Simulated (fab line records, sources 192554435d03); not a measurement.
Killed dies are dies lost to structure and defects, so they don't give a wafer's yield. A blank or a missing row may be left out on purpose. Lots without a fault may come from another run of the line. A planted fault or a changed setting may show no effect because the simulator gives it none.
Chamber matching | flow n5_finfet | N5_MOL_CONTACT_COAG_ETCH_67 on rie_diel-03: 4 sister chambers
The step etches SOC in N2/H2, target depth 60 nm, overetch 21 nm, time 101.2 s. 4 wafers are shown with their chamber, then 9 later ones without.

WAFERS WITH THEIR CHAMBER
wafer  | chamber | showerhead_plenum_p_Torr (Torr)
L083.3 | 0       | 2.64
L083.5 | 3       | 2.47
L084.2 | 1       | 2.59
L084.6 | 2       | 2.55

WAFERS WITHOUT THEIR CHAMBER
wafer  | showerhead_plenum_p_Torr (Torr)
L089.2 | 2.64
L089.4 | 2.46
L089.5 | 2.64
L091.2 | 2.58
L091.3 | 2.54
L091.6 | 2.54
L097.2 | 2.45
L097.4 | 2.54
L097.5 | 2.57

WHICH CHAMBER EACH WENT THROUGH
wafer  | from the rows above     | in truth
L089.2 | 0                       | 0
L089.4 | 3                       | 3
L089.5 | 0                       | 0
L091.2 | can't be placed: 1 or 2 | 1
L091.3 | 2                       | 2
L091.6 | 2                       | 2
L097.2 | 3                       | 3
L097.4 | 2                       | 2
L097.5 | can't be placed: 1 or 2 | 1
Placed correctly: 7 of 9. Can't be placed from these rows: 2 (the true chamber is among the candidates in 2). Placed wrongly: 0.
How it was worked out, from the rows above alone: a wafer's distance from a chamber is the root of the sum, over the readings, of the square of ((its reading less the chamber's mean) divided by the reading's scatter). The wafer belongs to the nearest chamber; if the next one is less than 2 further off, it can't be placed. A chamber's mean is the mean of its shown wafers. The scatter: with one shown wafer a chamber, the root of the mean of the squares of how far each hidden wafer lies from its nearest shown one.
